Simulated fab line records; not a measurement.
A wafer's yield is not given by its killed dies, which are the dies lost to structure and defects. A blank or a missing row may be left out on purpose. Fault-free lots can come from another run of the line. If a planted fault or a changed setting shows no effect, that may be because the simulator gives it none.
Matching of chambers :: flow n5-finfet :: cvd-co-01 running N5_BEOL_M4_CO_CAP_55: 3 sister chambers
The step material Co, precursor CCTBA/H2, target thk 2 nm, time 102.1 s. 6 wafers are shown with their chamber, then 7 later ones without.

== EACH WAFER AND ITS CHAMBER ==
wafer: L235.2
chamber: 1
heater-power-w (W): 245

wafer: L235.5
chamber: 1
heater-power-w (W): 241

wafer: L238.3
chamber: 0
heater-power-w (W): 210

wafer: L238.4
chamber: 0
heater-power-w (W): 214

wafer: L240.1
chamber: 2
heater-power-w (W): 241

wafer: L240.5
chamber: 2
heater-power-w (W): 232

== WAFERS MISSING THEIR CHAMBER ==
wafer: L240.6
heater-power-w (W): 214

wafer: L248.2
heater-power-w (W): 218

wafer: L248.3
heater-power-w (W): 239

wafer: L248.4
heater-power-w (W): 213

wafer: L253.1
heater-power-w (W): 214

wafer: L253.3
heater-power-w (W): 235

wafer: L253.5
heater-power-w (W): 238

== WHICH CHAMBER EACH ONE RAN IN ==
wafer: L240.6
from the rows above: 0
in truth: 0

wafer: L248.2
from the rows above: 0
in truth: 0

wafer: L248.3
from the rows above: can't be placed: 2 or 1
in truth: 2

wafer: L248.4
from the rows above: 0
in truth: 0

wafer: L253.1
from the rows above: 0
in truth: 0

wafer: L253.3
from the rows above: can't be placed: 2 or 1
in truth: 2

wafer: L253.5
from the rows above: can't be placed: 2 or 1
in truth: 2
Placed correctly: 4 of 7. Not placeable from these rows: 3 (in 3, the candidates include the true chamber). Number placed wrongly: 0.
How it was worked out, from the rows above alone: a wafer's distance from a chamber is the root of the sum, over the readings, of the square of ((its reading less the chamber's mean) divided by the reading's scatter). If the next closest chamber is less than 2 further off than the closest, the wafer can't be placed; otherwise it belongs to the closest. For every chamber, the mean is computed from those of its wafers that are shown. The scatter is the square root of a quotient: the sum, over the shown wafers, of each reading's squared deviation from its chamber's mean, divided by wafers minus chambers.
